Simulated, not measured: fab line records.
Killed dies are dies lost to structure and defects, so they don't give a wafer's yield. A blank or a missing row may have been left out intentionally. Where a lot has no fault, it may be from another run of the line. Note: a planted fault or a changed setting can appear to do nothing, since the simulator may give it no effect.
Chamber matching    flow n5 finfet    3 sister chambers for N5_BEOL_M9_CURE_72 on uv cure-01
The step cures SiCOH lowk, time 120 s. 3 wafers are shown with their chamber, then 12 later ones without.

WAFERS WITH THEIR CHAMBER
wafer   chamber  wafer_temp_C_max
L082.6  2        372.0
L084.5  1        371.1
L086.5  0        371.7

WAFERS WITH NO CHAMBER GIVEN
wafer   wafer_temp_C_max
L087.3  371.6
L087.4  371.7
L087.6  371.8
L088.2  371.3
L088.3  371.0
L088.5  371.7
L090.1  371.6
L090.2  371.6
L090.5  371.3
L090.3  371.7
L090.4  371.1
L090.6  371.4

THE CHAMBER EACH PASSED THROUGH
wafer    from the rows above       in truth
L087.3   0                         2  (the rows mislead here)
L087.4   0                         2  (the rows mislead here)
L087.6   can't be placed: 0 or 2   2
L088.2   can't be placed: 1 or 0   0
L088.3   1                         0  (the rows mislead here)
L088.5   0                         0
L090.1   0                         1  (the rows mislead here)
L090.2   0                         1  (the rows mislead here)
L090.5   can't be placed: 1 or 0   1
L090.3   0                         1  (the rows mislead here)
L090.4   1                         1
L090.6   can't be placed: 1 or 0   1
Placed correctly: 2 of 12. From these rows, 4 cannot be placed; in 4 the true chamber is one of the candidates. Number placed wrongly: 6.
How it was worked out, from the rows above alone: a wafer's distance from a chamber is the root of the sum, over the readings, of the square of ((its reading less the chamber's mean) divided by the reading's scatter). If the next closest chamber is less than 2 further off than the closest, the wafer can't be placed; otherwise it belongs to the closest. Each chamber's mean is taken over the wafers shown for it. The scatter (one wafer shown for each chamber): square how far every hidden wafer sits from the nearest shown wafer, average those squares and take the square root.
